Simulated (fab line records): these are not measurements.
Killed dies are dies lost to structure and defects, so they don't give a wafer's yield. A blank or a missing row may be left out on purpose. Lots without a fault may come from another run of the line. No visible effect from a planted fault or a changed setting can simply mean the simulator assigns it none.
Chamber matching	flow n5Finfet	pecvd-03 running N5_BEOL_M11_PECVD_70: 3 sister chambers
The step deposits SiO2 from TEOS/O2, target thk 20 nm, time 22.7 s. 3 wafers are shown with their chamber, then 7 later ones without.

WAFERS, EACH WITH ITS CHAMBER
wafer	chamber	throttleValvePct (%)
L084.6	2	20.0
L090.2	0	22.4
L090.3	1	23.6

WAFERS WITH NO CHAMBER GIVEN
wafer	throttleValvePct (%)
L090.5	23.8
L094.2	20.1
L094.3	22.5
L094.5	23.7
L095.1	23.6
L095.4	23.7
L095.6	22.5

WHICH CHAMBER EACH WENT THROUGH
wafer	from the rows above	in truth
L090.5	1	1
L094.2	2	2
L094.3	0	0
L094.5	1	1
L095.1	1	1
L095.4	1	1
L095.6	0	0
Correctly placed: 7 of 7. From these rows, 0 cannot be placed. 0 placed wrongly.
How it was worked out, from the rows above alone: a wafer's distance from a chamber is the root of the sum, over the readings, of the square of ((its reading less the chamber's mean) divided by the reading's scatter). If the next closest chamber is less than 2 further off than the closest, the wafer can't be placed; otherwise it belongs to the closest. The mean given for a chamber averages the wafers shown for that chamber. The scatter (one wafer shown for each chamber): square how far every hidden wafer sits from the nearest shown wafer, average those squares and take the square root.
